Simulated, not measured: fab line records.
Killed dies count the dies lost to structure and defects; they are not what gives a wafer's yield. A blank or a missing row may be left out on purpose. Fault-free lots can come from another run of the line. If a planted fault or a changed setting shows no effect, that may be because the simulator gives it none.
What tool caused it? / flow nand harc / route of 1302 steps, sampled at 1 step: 15 lots, 45 wafers

## WHAT THE GAUGES READ, wafer by wafer
NHARC_P_GATE_CD_MEAS_46: target cd 720 nm.
lot=L232; measured=day 5 10:26; on=cd sem-02; cd nm (nm)=720.8 719.1 719.5
lot=L233; measured=day 5 23:48; on=cd sem-03; cd nm (nm)=717.8 717.4 719.4
lot=L234; measured=day 6 10:50; on=cd sem-03; cd nm (nm)=722.3 720.4 720.3
lot=L236; measured=day 7 08:35; on=cd sem-03; cd nm (nm)=719.7 720.5 719.2
lot=L238; measured=day 8 02:08; on=cd sem-02; cd nm (nm)=718.3 718.0 717.7
lot=L239; measured=day 8 12:11; on=cd sem-01; cd nm (nm)=719.1 719.2 720.5
lot=L240; measured=day 9 04:01; on=cd sem-03; cd nm (nm)=720.6 719.4 719.9
lot=L246; measured=day 11 14:13; on=cd sem-02; cd nm (nm)=718.7 719.7 716.5
lot=L247; measured=day 11 20:00; on=cd sem-02; cd nm (nm)=721.8 719.6 721.2
lot=L248; measured=day 12 07:44; on=cd sem-02; cd nm (nm)=719.7 719.9 720.7
lot=L249; measured=day 12 18:59; on=cd sem-03; cd nm (nm)=719.9 721.3 719.5
lot=L253; measured=day 14 04:50; on=cd sem-01; cd nm (nm)=720.3 721.1 718.8
lot=L252; measured=day 14 06:08; on=cd sem-02; cd nm (nm)=720.5 721.6 723.1
lot=L254; measured=day 14 20:01; on=cd sem-03; cd nm (nm)=719.6 720.4 720.0
lot=L255; measured=day 15 12:08; on=cd sem-02; cd nm (nm)=721.1 720.0 721.5

## EACH LOT AND THE TOOL THAT RAN IT (in order: tool; ch and the chambers of the sampled wafers; start)
Before these readings, the record contains no process step.

## AS READ BY THE TOOLS THEMSELVES (means over the sampled wafers that have a number; for cases with no such wafer, the mark the record gives instead)
The record holds no such reading with a usual standard deviation.

## THE ANSWER, worked out from the rows above alone
Rule: what is usual is taken from the lots themselves. The widest of any qualifying gaps counts: lots, ordered by their means at a reading, are off when they make up no more than a third of the lots, leave a main group of 4 or more, and stand apart from it by 3 or more times the standard deviation of that group's means. A main group is skipped when, at the precision printed for the reading in the tables above, its means are all equal. Also off: a lot with no number at a reading for which 4 or more lots have one. Where the step has rows for the other lots, those lots are counted as sound. After the gauges, taken in route order, come the tools' own readings; for these a lot's mean is taken, as printed above. At the first step where some lot is off, the reading lying furthest off is the one used; lots without a number count as furthest.
Nothing can be told from this: no lot is off at any reading shown.

## WHAT THE SIMULATOR HAD PUT IN
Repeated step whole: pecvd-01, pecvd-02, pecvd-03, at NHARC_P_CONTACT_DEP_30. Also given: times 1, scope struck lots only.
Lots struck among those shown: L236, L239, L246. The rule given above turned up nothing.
